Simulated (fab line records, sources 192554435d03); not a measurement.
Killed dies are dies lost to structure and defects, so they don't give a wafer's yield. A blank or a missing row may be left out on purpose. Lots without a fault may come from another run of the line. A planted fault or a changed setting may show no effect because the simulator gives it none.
Chamber matching | flow n5_finfet | N5_BEOL_M15_TRENCH_ETCH_34 on rie_diel-06: 4 sister chambers
The step etches SiO2 in C4F8/O2/Ar, target depth 872.93 nm, time 199 s. 16 wafers are shown with their chamber, then 8 later ones without.

WAFERS WITH THEIR CHAMBER
wafer  | chamber | rf_vpp_V (V) | showerhead_plenum_p_Torr (Torr) | throttle_valve_pct (%)
L079.3 | 0       | 2240         | 3.33                            | 31.2
L079.4 | 2       | 2198         | 3.54                            | 30.9
L079.6 | 1       | 2302         | 3.64                            | 30.6
L080.1 | 0       | 2239         | 3.32                            | 31.2
L080.2 | 1       | 2302         | 3.64                            | 30.7
L080.6 | 0       | 2239         | 3.32                            | 31.2
L083.2 | 0       | 2239         | 3.32                            | 31.2
L083.4 | 1       | 2302         | 3.64                            | 30.7
L083.5 | 3       | 2178         | 3.28                            | 31.4
L085.3 | 1       | 2302         | 3.64                            | 30.7
L085.5 | 1       | 2301         | 3.64                            | 30.7
L085.6 | 2       | 2199         | 3.53                            | 30.9
L087.2 | 0       | 2239         | 3.32                            | 31.2
L087.4 | 2       | 2195         | 3.53                            | 30.9
L087.6 | 0       | 2237         | 3.32                            | 31.2
L090.1 | 2       | 2197         | 3.52                            | 30.9

SIGNATURES (means of the wafers above)
reading                  | chamber 0 | chamber 1 | chamber 2 | chamber 3 | scatter within a chamber
rf_vpp_V                 | 2238.83   | 2301.80   | 2197.25   | 2178.00   | 1.09
showerhead_plenum_p_Torr | 3.3217    | 3.6400    | 3.5300    | 3.2800    | 0.00486
throttle_valve_pct       | 31.200    | 30.680    | 30.900    | 31.400    | 0.0258
Rule: a wafer's distance from a chamber is the root of the sum, over the readings, of the square of ((its reading less the chamber's mean) divided by the reading's scatter). The wafer belongs to the nearest chamber; if the next one is less than 2 further off, it can't be placed. The scatter: the root of (the sum of the squares of (reading less its chamber's mean) over the shown wafers, divided by (wafers less chambers)).

WAFERS WITHOUT THEIR CHAMBER
wafer  | rf_vpp_V (V) | showerhead_plenum_p_Torr (Torr) | throttle_valve_pct (%)
L090.5 | 2197         | 3.52                            | 30.9
L090.6 | 2302         | 3.63                            | 30.7
L094.4 | 2177         | 3.28                            | 31.4
L094.5 | 2238         | 3.31                            | 31.2
L094.6 | 2197         | 3.52                            | 30.9
L097.1 | 2237         | 3.31                            | 31.2
L097.4 | 2177         | 3.27                            | 31.4
L097.5 | 2196         | 3.51                            | 30.9

WHICH CHAMBER EACH WENT THROUGH
wafer  | from the rows above | in truth
L090.5 | 2                   | 2
L090.6 | 1                   | 1
L094.4 | 3                   | 3
L094.5 | 0                   | 0
L094.6 | 2                   | 2
L097.1 | 0                   | 0
L097.4 | 3                   | 3
L097.5 | 2                   | 2
Placed correctly: 8 of 8. Can't be placed from these rows: 0. Placed wrongly: 0.
